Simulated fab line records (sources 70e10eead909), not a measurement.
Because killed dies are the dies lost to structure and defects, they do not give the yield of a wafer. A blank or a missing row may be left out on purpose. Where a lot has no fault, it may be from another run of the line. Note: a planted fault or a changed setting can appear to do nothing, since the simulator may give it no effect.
Which tool was responsible? + flow nand-harc + 35 wafers from 12 lots sampled at 5 of the route's 1159 steps

## WHAT THE GAUGES READ, wafer by wafer
NHARC_A_BLC_INSPECT_12. Usual: 29 for raw-defect-count, sd 11.
| lot  | measured     | on                | raw-defect-count | flag |
|------|--------------|-------------------|------------------|------|
| L990 | day 17 10:14 | defect-inspect-01 | 23 19 18         |      |
| L991 | day 18 04:47 | defect-inspect-02 | 28 23 32         |      |
| L995 | day 18 05:31 | defect-inspect-02 | 50 48 42         |      |
| L996 | day 19 11:43 | defect-inspect-02 | 25 24 29         |      |
| L999 | day 19 13:37 | defect-inspect-01 | 17 20 18         |      |
| L998 | day 19 19:52 | defect-inspect-01 | 20 31 33         |      |
| L103 | day 20 10:13 | defect-inspect-01 | 57 50 53         |      |
| L102 | day 21 03:45 | defect-inspect-01 | 40 25 40         |      |
| L108 | day 21 21:55 | defect-inspect-01 | 36 34            |      |
| L110 | day 22 17:17 | defect-inspect-02 | 16 18 11         |      |
| L111 | day 22 17:25 | defect-inspect-01 | 15 27 19         |      |
| L112 | day 23 09:09 | defect-inspect-02 | 12 9 10          |      |

NHARC_END_SORT_01. Usual: killed-at-array 26, standard deviation 8.6; killed-at-other 0.7, standard deviation 0.97; killed-at-periphery 3.2, standard deviation 2.2; killed-dies 30, standard deviation 8.9; killed-open 3.1, standard deviation 1.8; killed-short 2.2, standard deviation 1.8.
| lot  | measured     | on        | killed-at-array | killed-at-other | killed-at-periphery | killed-dies | killed-open | killed-short | flag |
|------|--------------|-----------|-----------------|-----------------|---------------------|-------------|-------------|--------------|------|
| L990 | day 19 10:26 | prober-02 | 25 24 22        | 2 0 1           | 5 5 4               | 32 29 27    | 5 7 5       | 2 4 4        |      |
| L991 | day 20 16:17 | prober-02 | 25 23 31        | 0 0 0           | 1 8 6               | 26 31 37    | 2 7 2       | 1 2 5        |      |
| L995 | day 20 17:52 | prober-01 | 41 35 33        | 2 0 1           | 5 3 1               | 48 38 35    | 3 3 3       | 0 0 0        |      |
| L996 | day 21 10:40 | prober-02 | 26 30 30        | 0 0 0           | 3 3 3               | 29 33 33    | 1 3 2       | 4 5 7        |      |
| L999 | day 21 17:37 | prober-02 | 19 20 12        | 1 0 0           | 3 1 4               | 23 21 16    | 5 2 1       | 2 1 1        |      |
| L998 | day 21 21:32 | prober-01 | 19 31 27        | 3 6 1           | 4 4 4               | 26 41 32    | 2 3 2       | 3 0 1        |      |
| L103 | day 22 09:46 | prober-02 | 59 42 45        | 0 1 0           | 0 0 2               | 59 43 47    | 8 2 5       | 0 1 3        |      |
| L102 | day 23 04:44 | prober-02 | 33 24 30        | 0 2 0           | 3 3 1               | 36 29 31    | 7 4 2       | 2 1 3        |      |
| L108 | day 23 20:16 | prober-01 | 673 673         | 0 0             | 4 4                 | 677 677     | 3 1         | 2 0          | OFF  |
| L110 | day 24 15:41 | prober-01 | 671 675 18      | 0 1 0           | 6 1 2               | 677 677 20  | 5 2 3       | 0 1 5        | OFF  |
| L111 | day 24 20:26 | prober-02 | 17 20 19        | 0 0 0           | 1 5 1               | 18 25 20    | 5 4 2       | 0 1 3        |      |
| L112 | day 25 04:28 | prober-01 | 11 9 14         | 0 1 2           | 3 4 2               | 14 14 18    | 1 1 8       | 2 2 2        |      |

## WHAT TOOL EACH LOT RAN ON (gives the tool, then ch and the chambers of the sampled wafers, and finally the start)
| lot  | NHARC_A_BLC_DESCUM_15              | NHARC_A_BLC_ETCH_16                | NHARC_A_BLC_STRIP_21               |
|------|------------------------------------|------------------------------------|------------------------------------|
| L990 | rie-diel-04 ch 0,1,2, day 17 10:19 | rie-diel-04 ch 0,2,3, day 17 10:24 | rie-diel-08 ch 0,1,2, day 17 11:27 |
| L991 | rie-diel-02 ch 0,2,3, day 18 04:52 | rie-diel-02 ch 0,1,3, day 18 04:56 | rie-diel-08 ch 1,3, day 18 06:02   |
| L995 | rie-diel-04 ch 0,1,2, day 18 05:35 | rie-diel-04 ch 1,2,3, day 18 05:40 | rie-diel-02 ch 2,3, day 18 06:46   |
| L996 | rie-diel-04 ch 1,2, day 19 11:46   | rie-diel-04 ch 2,3, day 19 11:52   | rie-diel-02 ch 1,2, day 19 12:57   |
| L999 | rie-diel-04 ch 0,2,3, day 19 13:41 | rie-diel-04 ch 0,2,3, day 19 13:46 | rie-diel-08 ch 0,2,3, day 19 14:50 |
| L998 | rie-diel-04 ch 0,1,2, day 19 19:55 | rie-diel-04 ch 0,1,3, day 19 20:00 | rie-diel-08 ch 0,1,2, day 19 21:04 |
| L103 | rie-diel-08 ch 1,2, day 20 10:17   | rie-diel-08 ch 0,1,3, day 20 10:23 | rie-diel-02 ch 1,2,3, day 20 11:32 |
| L102 | rie-diel-04 ch 1,2,3, day 21 03:49 | rie-diel-04 ch 1,3, day 21 03:55   | rie-diel-04 ch 0,1,3, day 21 05:00 |
| L108 | rie-diel-04 ch 1,2, day 21 21:59   | rie-diel-04 ch 1,3, day 21 22:05   | rie-diel-04 ch 1,2, day 21 23:11   |
| L110 | rie-diel-04 ch 0,2,3, day 22 17:21 | rie-diel-04 ch 1,2,3, day 22 17:26 | rie-diel-04 ch 0,1,2, day 22 18:34 |
| L111 | rie-diel-08 ch 1,2,3, day 22 17:29 | rie-diel-08 ch 0,2,3, day 22 17:34 | rie-diel-08 ch 0,1,3, day 22 18:38 |
| L112 | rie-diel-08 ch 0,1,2, day 23 09:13 | rie-diel-08 ch 0,1,2, day 23 09:18 | rie-diel-04 ch 0,2,3, day 23 10:21 |
- NHARC_A_BLC_DESCUM_15: chemistry O2, time 3 s.
- NHARC_A_BLC_ETCH_16: etches the open film in CF4, target depth 39 nm, time 65 s.
- NHARC_A_BLC_STRIP_21: strips in O2.

## AS READ BY THE TOOLS THEMSELVES (means over the sampled wafers that have a number; for cases with no such wafer, the mark the record gives instead)
NHARC_A_BLC_DESCUM_15. Usual: drypump-motor-current-A 5.80 A, standard deviation 0.29; o2-flow-sccm 200.0 sccm, standard deviation 0.91; oes-product-au 0.999 a.u., standard deviation 0.0067; rf-vpp-V 57.7 V, standard deviation 0.85; showerhead-plenum-p-Torr 1.91 Torr, standard deviation 0.076; throttle-valve-pct 11.311 %, standard deviation 0.0093.
| lot  | tool        | drypump-motor-current-A (A) | o2-flow-sccm (sccm) | oes-product-au (a.u.) | rf-vpp-V (V) | showerhead-plenum-p-Torr (Torr) | throttle-valve-pct (%) | flag |
|------|-------------|-----------------------------|---------------------|-----------------------|--------------|---------------------------------|------------------------|------|
| L990 | rie-diel-04 | 5.83                        | 200.1               | 1.003                 | 58.0         | 1.87                            | 11.308                 |      |
| L991 | rie-diel-02 | 5.78                        | 200.6               | 1.006                 | 58.0         | 1.92                            | 11.318                 |      |
| L995 | rie-diel-04 | 5.84                        | 199.7               | 0.997                 | 58.0         | 1.87                            | 11.316                 |      |
| L996 | rie-diel-04 | 5.85                        | 199.4               | 0.996                 | 58.0         | 1.90                            | 11.313                 |      |
| L999 | rie-diel-04 | 5.94                        | 200.1               | 1.000                 | 58.3         | 1.92                            | 11.311                 |      |
| L998 | rie-diel-04 | 5.86                        | 200.1               | 0.996                 | 57.7         | 1.86                            | 11.313                 |      |
| L103 | rie-diel-08 | 5.64                        | 200.4               | 0.993                 | 58.3         | 1.94                            | 11.307                 |      |
| L102 | rie-diel-04 | 5.98                        | 200.2               | 0.999                 | 57.7         | 1.94                            | 11.310                 |      |
| L108 | rie-diel-04 | 5.96                        | 200.2               | 1.004                 | 57.6         | 1.90                            | 11.321                 |      |
| L110 | rie-diel-04 | 5.96                        | 200.5               | 0.997                 | 57.4         | 1.91                            | 11.300                 |      |
| L111 | rie-diel-08 | 5.58                        | 200.0               | 0.999                 | 57.0         | 1.90                            | 11.306                 |      |
| L112 | rie-diel-08 | 5.69                        | 200.0               | 0.998                 | 57.4         | 1.94                            | 11.308                 |      |

NHARC_A_BLC_ETCH_16. Usual: drypump-motor-current-A 5.82 A, standard deviation 0.29; oes-product-au 1.000 a.u., standard deviation 0.0076; rf-vpp-V 151.2 V, standard deviation 1.1; run-length-s 86.5 s, standard deviation 0.38; showerhead-plenum-p-Torr 1.77 Torr, standard deviation 0.068; throttle-valve-pct 13.284 %, standard deviation 0.0092.
| lot  | tool        | drypump-motor-current-A (A) | oes-product-au (a.u.) | rf-vpp-V (V) | run-length-s (s) | showerhead-plenum-p-Torr (Torr) | throttle-valve-pct (%) | flag |
|------|-------------|-----------------------------|-----------------------|--------------|------------------|---------------------------------|------------------------|------|
| L990 | rie-diel-04 | 5.95                        | 1.001                 | 152.5        | 86.3             | 1.78                            | 13.282                 |      |
| L991 | rie-diel-02 | 5.64                        | 0.997                 | 151.2        | 86.2             | 1.76                            | 13.288                 |      |
| L995 | rie-diel-04 | 5.98                        | 0.992                 | 151.2        | 86.6             | 1.80                            | 13.285                 |      |
| L996 | rie-diel-04 | 6.11                        | 1.001                 | 152.6        | 86.6             | 1.84                            | 13.290                 |      |
| L999 | rie-diel-04 | 5.94                        | 0.999                 | 151.4        | 86.3             | 1.77                            | 13.282                 |      |
| L998 | rie-diel-04 | 5.74                        | 0.999                 | 150.4        | 86.5             | 1.76                            | 13.285                 |      |
| L103 | rie-diel-08 | 5.61                        | 0.994                 | 149.9        | 86.5             | 1.76                            | 13.280                 |      |
| L102 | rie-diel-04 | 5.90                        | 0.994                 | 151.8        | 86.7             | 1.82                            | 13.283                 |      |
| L108 | rie-diel-04 | 5.84                        | 0.999                 | 152.2        | 61.6             | 1.80                            | 13.281                 | OFF  |
| L110 | rie-diel-04 | 5.99                        | 0.998                 | 150.8        | 69.7             | 1.79                            | 13.293                 | OFF  |
| L111 | rie-diel-08 | 5.69                        | 1.003                 | 150.5        | 86.8             | 1.77                            | 13.291                 |      |
| L112 | rie-diel-08 | 5.69                        | 0.995                 | 151.0        | 86.2             | 1.79                            | 13.281                 |      |

NHARC_A_BLC_STRIP_21. Usual: drypump-motor-current-A 5.8 A, standard deviation 0.31; o2-flow-sccm 500.1 sccm, standard deviation 1.4; oes-product-au 0.999 a.u., standard deviation 0.0076; rf-vpp-V 57.7 V, standard deviation 0.95; showerhead-plenum-p-Torr 3.50 Torr, standard deviation 0.15; throttle-valve-pct 17.036 %, standard deviation 0.0088.
| lot  | tool        | drypump-motor-current-A (A) | o2-flow-sccm (sccm) | oes-product-au (a.u.) | rf-vpp-V (V) | showerhead-plenum-p-Torr (Torr) | throttle-valve-pct (%) | flag |
|------|-------------|-----------------------------|---------------------|-----------------------|--------------|---------------------------------|------------------------|------|
| L990 | rie-diel-08 | 5.7                         | 501.1               | 0.998                 | 58.2         | 3.58                            | 17.045                 |      |
| L991 | rie-diel-08 | 5.5                         | 501.1               | 1.000                 | 58.5         | 3.44                            | 17.038                 |      |
| L995 | rie-diel-02 | 6.1                         | 499.4               | 1.017                 | 58.6         | 3.57                            | 17.038                 |      |
| L996 | rie-diel-02 | 5.7                         | 499.2               | 0.997                 | 57.1         | 3.32                            | 17.036                 |      |
| L999 | rie-diel-08 | 5.7                         | 500.7               | 0.997                 | 57.9         | 3.53                            | 17.032                 |      |
| L998 | rie-diel-08 | 5.7                         | 500.0               | 0.994                 | 57.3         | 3.57                            | 17.040                 |      |
| L103 | rie-diel-02 | 5.8                         | 500.3               | 1.002                 | 57.9         | 3.43                            | 17.035                 |      |
| L102 | rie-diel-04 | 5.8                         | 499.7               | 0.997                 | 57.4         | 3.51                            | 17.042                 |      |
| L108 | rie-diel-04 | 6.0                         | 500.2               | 0.989                 | 57.2         | 3.50                            | 17.040                 |      |
| L110 | rie-diel-04 | 5.9                         | 501.3               | 1.004                 | 58.0         | 3.44                            | 17.037                 |      |
| L111 | rie-diel-08 | 5.6                         | 500.0               | 1.001                 | 57.7         | 3.51                            | 17.040                 |      |
| L112 | rie-diel-04 | 5.9                         | 500.1               | 0.990                 | 57.9         | 3.53                            | 17.030                 |      |

## THE ANSWER, worked out from the rows above alone
Rule: a lot counts as off when the mean over its wafers that have a number is more than 3 standard deviations away from the usual mean. Also off: a lot with no number at a reading for which 4 or more lots have one. Any other lot the step has rows for is counted as sound. After the gauges, taken in route order, come the tools' own readings; for these a lot's mean is taken, as printed above. The first step at which some lot is off is used, and at that step the reading that is off furthest; a lot without a number counts as furthest.
Off: L108, L110 (NHARC_END_SORT_01, killed-at-array).
A tool fits if, at a process step before that reading, it ran every lot that is off, and no sound lot after the first of them. The gauges at NHARC_END_SORT_01 aren't tried: what is off there is off at NHARC_A_BLC_ETCH_16 too, on other tools, and a gauge's error can't cause that. One candidate fits, namely rie-diel-04 at NHARC_A_BLC_DESCUM_15 and NHARC_A_BLC_ETCH_16. At NHARC_A_BLC_DESCUM_15 its last sound lot is L102 (day 21 03:49), its first lot that is off L108 (day 21 21:59): a fault that began between those two fits.

## WHAT THE SIMULATOR HAD PUT IN
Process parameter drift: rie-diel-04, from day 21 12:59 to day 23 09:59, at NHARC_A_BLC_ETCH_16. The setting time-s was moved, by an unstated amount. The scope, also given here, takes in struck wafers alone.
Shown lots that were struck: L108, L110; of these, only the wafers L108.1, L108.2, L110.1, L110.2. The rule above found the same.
